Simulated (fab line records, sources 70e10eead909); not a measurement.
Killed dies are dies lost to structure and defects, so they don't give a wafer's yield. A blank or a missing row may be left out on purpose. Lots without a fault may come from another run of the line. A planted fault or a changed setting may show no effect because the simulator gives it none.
fab line records | flow nand_harc
record lots=6 wafers=18 last_day=34
route steps=1302 shown P_M0@262
lots that met no fault: from a run of the same line without faults
start_h: hours from the record's first day to the start of the lot's first wafer shown | wait_h: hours since the lot's step before | " the same as in the row above | L1.1+2: a row that stands for several wafers | - no value, or no start given | * or withheld: withheld | < > ~ a bound
route shown NAME@n: a module of which the file shows steps, and the number in the route of the first | usual: mean/standard deviation of fault-free wafers | same: alike in all rows | chamber/n: place in a boat | sites: the reading at each site | _std_site: their standard deviation | _edge_site: outer sites' mean less inner sites' | radius_mm: how far each site lies from the wafer's centre | mask NAME#n: copy n | behind: the tool/chamber that last shaped the wafer | hold: why the lot was held/for how many hours/how that ended | device: the transistor (n, p or np) that didn't switch | end of line: the same wafers' tests at the end of the route | a step without rows: its recipe alone | killed: dies lost to structure and defects at the first sort, not the wafer's yield | map: a wafer's dies, x killed, . not, _ none there
set.NAME: the setting as run; set.NAME@STEP: as run at that earlier step | model.NAME: the simulator's own value behind a step, which no gauge read
lots at some steps of the route; a table a step, a row a wafer
services: from which hour (start_h, from the record's first day; less than 0 if before it) a tool's chamber was out of use, for how many hours, and why
## steps
# step NHARC_P_M0_DEVELOP_08
# recipe develop_time_s=35 dev_temp_c=23
# step NHARC_P_M0_CD_MEAS_09
# recipe target_cd_nm=90 landing_energy_ev=500
# usual cd_nm=90.2/0.72
# same landing_energy_ev=500
# columns lot.wafer tool chamber start_h wait_h cd_nm
L775.1 cd_sem-01 0 202.45 - 89.2
L775.4 " 0 " " 89.9
L775.6 " 0 " " 90.1
L776.1 cd_sem-02 0 212.49 - 89.0
L776.3 " 0 " " 90.9
L776.4 " 0 " " 89.2
L785.1 cd_sem-03 0 301.40 - 90.2
L785.2 " 0 " " 90.4
L785.5 " 0 " " 89.8
L786.2 cd_sem-01 0 309.18 - 90.6
L786.3 " 0 " " 89.3
L786.5 " 0 " " 89.1
L788.2 cd_sem-01 0 331.58 - 90.1
L788.3 " 0 " " 89.1
L788.6 " 0 " " 90.8
L790.1 cd_sem-03 0 355.12 - 90.8
L790.3 " 0 " " 89.9
L790.6 " 0 " " 91.0
# step NHARC_P_M0_OVL_MEAS_10
# recipe pitch_nm=180
# usual overlay_x_nm=-0.1/0.78 overlay_y_nm=-0.2/0.81
# columns lot.wafer tool chamber start_h wait_h overlay_x_nm overlay_y_nm
L775.1 overlay-02 - 202.54 - -0.2 -0.4
L775.4 " - " " 0.3 0.1
L775.6 " - " " 0.2 -0.5
L776.1 overlay-01 - 212.58 - 0.1 0.0
L776.3 " - " " -0.1 -0.8
L776.4 " - " " 0.3 -0.1
L785.1 overlay-01 - 301.49 - -0.2 -0.4
L785.2 " - " " -0.4 -0.3
L785.5 " - " " -0.4 -0.3
L786.2 overlay-01 - 309.27 - 0.1 0.6
L786.3 " - " " 0.1 0.2
L786.5 " - " " 0.7 0.1
L788.2 overlay-02 - 331.66 - -0.7 -0.2
L788.3 " - " " -0.5 -0.4
L788.6 " - " " -0.3 -0.3
L790.1 overlay-02 - 355.21 - -0.6 -0.1
L790.3 " - " " -0.7 -0.2
L790.6 " - " " -0.8 0.3
# step NHARC_P_M0_INSPECT_11
# usual raw_defect_count=4.5/2.9
# columns lot.wafer tool chamber start_h wait_h raw_defect_count
L775.1 defect_inspect-01 - 202.57 0.0 2
L775.4 " - " " 5
L775.6 " - " " 2
L776.1 defect_inspect-02 - 212.62 0.0 10
L776.3 " - " " 13
L776.4 " - " " 9
L785.1 defect_inspect-02 - 301.53 0.0 1
L785.2 " - " " 5
L785.5 " - " " 4
L786.2 defect_inspect-01 - 309.30 0.0 2
L786.3 " - " " 1
L786.5 " - " " 4
L788.2 defect_inspect-01 - 331.70 0.0 3
L788.3 " - " " 2
L788.6 " - " " 4
L790.1 defect_inspect-01 - 355.25 0.0 4
L790.3 " - " " 3
L790.6 " - " " 5
# step NHARC_P_M0_DESCUM_14
# recipe time_s=3 o2_flow_sccm=200 ar_flow_sccm=0 bias_power_w=0 chemistry=O2
# step NHARC_P_M0_ETCH_34
# recipe target_depth_a=400 overetch_a=120 time_s=43.94 ion_energy_ev=200 n2_flow_sccm=150 h2_flow_sccm=150 ar_flow_sccm=0 rf_w=400 bias_w=150 chemistry=N2/H2
# usual drypump_motor_current_A=5.8/0.45 mfc_ar_sccm=0.011/0.011 oes_product_au=0.999/0.0093 rf_vpp_V=428.9/1.8 showerhead_plenum_p_Torr=1.99/0.061 throttle_valve_pct=14.171/0.0081
# columns lot.wafer tool chamber start_h wait_h drypump_motor_current_A mfc_ar_sccm oes_product_au rf_hours_counter_h rf_vpp_V showerhead_plenum_p_Torr throttle_valve_pct
L775.1 rie_diel-12 1 202.72 0.1 6.4 0.017 1.004 14 429.0 1.97 14.169
L775.4 " 2 " " 5.2 0 1.015 13 431.7 2.06 14.154
L775.6 " 1 " " 6.4 0.017 1.003 - 429.0 1.97 14.169
L776.1 rie_diel-13 0 212.97 0.1 5.7 0.018 0.993 12 430.6 2.04 14.161
L776.4 " 2 " " 6.2 0.017 0.982 14 424.7 1.91 14.189
L776.3 " 3 " " 5.4 0.014 0.999 14 428.4 1.98 14.173
L785.1 rie_diel-10 3 301.68 0.1 6.0 0 1.002 16 428.1 1.97 14.170
L785.2 " 0 " " 5.6 0 1.002 18 431.3 2.03 14.180
L785.5 " 2 " " 5.3 0.028 1.006 - 425.9 1.88 14.175
L786.2 rie_diel-12 0 309.49 0.1 5.6 0 0.997 5 427.2 1.89 14.169
L786.3 " 1 " " 6.4 0.017 0.997 5 429.8 1.97 14.173
L786.5 " 0 " " 5.6 0 0.998 - 424.4 1.89 14.181
L788.2 rie_diel-12 2 331.85 0.1 5.2 0 1.019 7 431.8 2.05 14.174
L788.3 " 0 " " 5.6 0 0.993 8 426.4 1.89 14.162
L788.6 " 1 " " 6.4 0.017 0.993 - 429.0 1.97 14.168
L790.1 rie_diel-12 3 355.41 0.1 6.4 0.015 1.000 12 430.1 2.02 14.186
L790.3 " 1 " " 6.4 0.017 0.994 13 427.3 1.97 14.176
L790.6 " 1 " " 6.4 0.017 0.997 - 427.7 1.97 14.178
# step NHARC_P_M0_ETCH_15
# recipe target_depth_a=1500 overetch_a=150 time_s=82.5 c4f8_flow_sccm=withheld ar_flow_sccm=400 rf_w=600 bias_w=300 chemistry=C4F8/Ar
# usual oes_product_au=0.956/0.017 rf_vpp_V=439.0/2
# columns lot.wafer tool chamber start_h wait_h oes_product_au rf_hours_counter_h rf_vpp_V
L775.4 rie_diel-12 0 - - 0.945 15 435.0
L775.1 " 1 " " 0.964 14 439.7
L775.6 " 0 " " 0.954 - 436.3
L776.1 rie_diel-13 0 - - 0.969 12 440.1
L776.4 " 1 " " 0.957 12 439.2
L776.3 " 2 " " 0.948 14 436.0
L785.2 rie_diel-10 3 - - 0.970 16 438.3
L785.1 " 1 " " 0.980 17 440.1
L785.5 " 3 " " 0.970 - 438.5
L786.3 rie_diel-12 0 - - 0.934 5 436.4
L786.2 " 2 " " 0.961 4 440.8
L786.5 " 3 " " 0.955 - 440.4
L788.2 rie_diel-12 0 - - 0.971 8 435.9
L788.3 " 3 " " 0.948 7 440.0
L788.6 " 0 " " 0.972 - 435.4
L790.1 rie_diel-12 3 - - 0.960 12 439.2
L790.3 " 0 " " 0.962 13 437.5
L790.6 " 3 " " 0.965 - 440.2
# step NHARC_P_M0_CD_MEAS_16
# usual cd_nm=90.1/0.82
# columns lot.wafer tool chamber start_h wait_h cd_nm
L775.1 cd_sem-01 - 202.93 - 89.4
L775.4 " - " " 89.3
L775.6 " - " " 90.2
L776.1 cd_sem-03 - 213.26 - 88.7
L776.3 " - " " 90.4
L776.4 " - " " 88.9
L785.1 cd_sem-02 - 301.89 - 90.0
L785.2 " - " " 90.2
L785.5 " - " " 90.5
L786.2 cd_sem-02 - 309.80 - 90.9
L786.3 " - " " 90.0
L786.5 " - " " 89.5
L788.2 cd_sem-03 - 332.08 - 89.7
L788.3 " - " " 88.7
L788.6 " - " " 90.9
L790.1 cd_sem-02 - 355.65 - 92.0
L790.3 " - " " 90.3
L790.6 " - " " 90.8
# step NHARC_P_M0_STRIP_18
# recipe power_w=1000 n2_flow_sccm=150 h2_flow_sccm=150 ar_flow_sccm=0 bias_w=0 chemistry=N2/H2
# usual drypump_motor_current_A=5.8/0.45 mfc_ar_sccm=0.011/0.011 oes_product_au=0.999/0.0087 rf_vpp_V=90.3/0.89 showerhead_plenum_p_Torr=1.98/0.062 throttle_valve_pct=14.172/0.0084
# columns lot.wafer tool chamber start_h wait_h drypump_motor_current_A mfc_ar_sccm oes_product_au rf_hours_counter_h rf_vpp_V showerhead_plenum_p_Torr throttle_valve_pct
L775.4 rie_diel-10 3 203.01 0.1 6.0 0 0.993 42 90.0 1.98 14.186
L775.1 " 2 " " 5.3 0.028 1.003 39 90.2 1.89 14.159
L775.6 " 3 " " 6.0 0 0.994 - 91.5 1.98 14.170
L776.3 rie_diel-10 0 213.33 0.1 5.6 0 0.992 46 92.1 2.04 14.160
L776.1 " 2 " " 5.3 0.028 0.996 43 89.7 1.89 14.185
L776.4 " 3 " " 6.0 0 1.001 48 91.4 1.98 14.165
L785.1 rie_diel-13 1 301.99 0.1 5.7 0.023 0.981 46 91.1 1.93 14.173
L785.2 " 3 " " 5.4 0.014 1.002 47 90.7 1.97 14.172
L785.5 " 0 " " 5.7 0.018 0.997 - 91.2 2.02 14.169
L786.3 rie_diel-12 1 309.87 0.1 6.4 0.017 1.005 5 91.5 1.97 14.151
L786.2 " 3 " " 6.4 0.015 1.006 4 91.2 2.02 14.174
L786.5 " 1 " " 6.4 0.017 0.998 - 90.2 1.97 14.169
L788.3 rie_diel-12 1 332.32 0.2 6.4 0.017 0.998 8 89.8 1.97 14.176
L788.2 " 3 " " 6.4 0.015 0.999 7 89.9 2.02 14.175
L788.6 " 1 " " 6.4 0.017 0.993 - 90.6 1.97 14.163
L790.1 rie_diel-12 1 355.73 0.1 6.4 0.017 0.988 13 89.2 1.97 14.182
L790.3 " 0 " " 5.6 0 0.999 13 90.1 1.89 14.159
L790.6 " 0 " " 5.6 0 0.995 - 88.5 1.89 14.159
# step NHARC_P_M0_STRIP_19
# recipe time_s=600 temp_c=30 chemistry=post_etch_residue_remover
# step NHARC_P_M0_DEGAS_28
# recipe temp_c=250 time_s=60
# usual heater_power_w=328/49
# columns lot.wafer tool chamber start_h wait_h heater_power_w
L775.1 pvd_sputter-02 - 203.56 - 330
L775.4 " - " " 334
L775.6 " - " " 455
L776.1 pvd_sputter-02 - 213.88 - 338
L776.3 " - " " 326
L776.4 " - " " 338
L785.1 pvd_sputter-01 - 302.51 - 314
L785.2 " - " " 298
L785.5 " - " " 309
L786.2 pvd_sputter-02 - 310.43 - 330
L786.3 " - " " 338
L786.5 " - " " 450
L788.2 pvd_sputter-01 - 332.89 - 264
L788.3 " - " " 293
L788.6 " - " " 316
L790.3 pvd_sputter-02 - 356.32 - 338
L790.1 " - " " 322
L790.6 " - " " 338
# step NHARC_P_M0_PRE_CLEAN_29
# recipe time_s=30 temp_c=280 gas=H2/He
# step NHARC_P_M0_PVD_20
# recipe target_thk_a=50 bias_v=168.6 power_w=15000 chamber_pressure_pa=0.12 time_s=8.06 substrate_temp_c=50 material=TaN
# usual bias_v=168.8/1.6 cathode_dc_power_W=15000/2.7 throttle_valve_pct=29.8/1
# columns lot.wafer tool chamber start_h wait_h bias_v cathode_dc_power_W throttle_valve_pct
L775.4 pvd_sputter-02 - 203.69 - - - -
L775.1 " - " " - - -
L775.6 " - " " - - -
L776.4 pvd_sputter-02 - 213.99 - - - -
L776.1 " - " " - - -
L776.3 " - " " - - -
L785.2 pvd_sputter-01 - 302.62 - 165.9 14997 31.0
L785.1 " - " " 168.0 14999 31.6
L785.5 " - " " 167.7 14995 31.1
L786.2 pvd_sputter-02 - 310.52 - 169.3 14996 29.2
L786.3 " - " " 167.0 15003 30.5
L786.5 " - " " 169.2 14999 29.7
L788.3 pvd_sputter-01 - 332.99 - 167.8 14998 31.4
L788.2 " - " " 166.7 14997 30.8
L788.6 " - " " 167.7 15000 31.3
L790.1 pvd_sputter-02 - 356.43 - 168.3 15003 30.6
L790.3 " - " " 167.3 15001 28.1
L790.6 " - " " 168.9 14997 31.0
# step NHARC_P_M0_PVD_21
# recipe target_thk_a=300 chamber_pressure_pa=5 power_w=5000 substrate_temp_c=30 time_s=20.49 material=Cu
# usual cathode_dc_power_W=5000.0/0.96 chamber_pressure_pa=4.998/0.011 throttle_valve_pct=29.8/1.1
# columns lot.wafer tool chamber start_h wait_h cathode_dc_power_W chamber_pressure_pa throttle_valve_pct
L775.4 pvd_sputter-02 - - - 5000.6 4.968 29.7
L775.1 " - " " 4998.5 4.998 29.9
L775.6 " - " " 5001.0 4.966 30.2
L776.3 pvd_sputter-02 - - - 4997.9 5.008 29.1
L776.1 " - " " 4999.6 4.995 29.4
L776.4 " - " " 5001.0 5.005 30.5
L785.2 pvd_sputter-01 - - - 5000.7 5.006 31.6
L785.1 " - " " 5001.2 5.000 30.3
L785.5 " - " " 4999.6 5.005 29.3
L786.3 pvd_sputter-02 - - - 5003.1 5.005 30.8
L786.2 " - " " 5001.3 4.996 28.1
L786.5 " - " " 5000.6 4.985 29.4
L788.2 pvd_sputter-01 - - - 4999.6 5.002 31.1
L788.3 " - " " 4999.9 4.991 29.3
L788.6 " - " " 4998.8 5.012 31.4
L790.3 pvd_sputter-02 - - - 5000.4 4.998 27.9
L790.1 " - " " 4998.6 4.985 29.4
L790.6 " - " " 5001.3 4.997 29.5
## services
# columns tool chamber start_h hours kind
pvd_sputter-02 - 187.08 1.6 repair
rie_diel-12 0 198.40 - clean
rie_diel-12 1 198.40 - clean
rie_diel-12 2 198.40 - clean
rie_diel-12 3 198.40 - clean
rie_diel-12 0 222.90 - clean
pvd_sputter-01 - 226.13 10.0 pm
pvd_sputter-02 - 231.66 0.9 repair
rie_diel-12 1 232.76 6.4 repair
rie_diel-10 - 243.97 9.0 pm
rie_diel-13 1 247.01 2.8 repair
rie_diel-13 3 251.03 4.1 repair
rie_diel-12 1 253.50 5.2 repair
rie_diel-12 - 268.60 9.0 pm
rie_diel-10 - 272.89 2.5 repair
pvd_sputter-02 - 282.01 10.0 pm
rie_diel-13 2 295.97 3.0 repair
rie_diel-13 - 307.72 0.2 repair
rie_diel-13 0 310.62 4.0 repair
rie_diel-13 3 316.00 31.6 repair
rie_diel-12 2 335.39 2.9 repair
rie_diel-12 2 338.56 23.1 repair
rie_diel-13 - 342.02 9.0 pm
pvd_sputter-01 - 349.07 8.2 repair
## key
first_sign step=NHARC_P_M0_PVD_20 reading=tool_record direction=missing
effect none on later readings
met_at NHARC_P_M0_PVD_20
struck_wafers L775.1,L775.4,L775.6,L776.1,L776.3,L776.4
later_rows_left_out L775.1,L775.4,L775.6,L776.1,L776.3,L776.4
sort_left_out L775.1,L775.4,L775.6,L776.1,L776.3,L776.4
fault kind=skipped_step_whole tool=pvd_sputter-02 chamber=- onset_h=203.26 steps=NHARC_P_M0_PVD_20 scope=struck_lots_only
# sort_left_out: the simulated sort isn't trusted on such a fault, so these wafers' sort isn't shown, and their yield isn't known
# later_rows_left_out: the simulator's readings of these wafers behind a module that went badly wrong aren't trusted and aren't shown, but for the sort
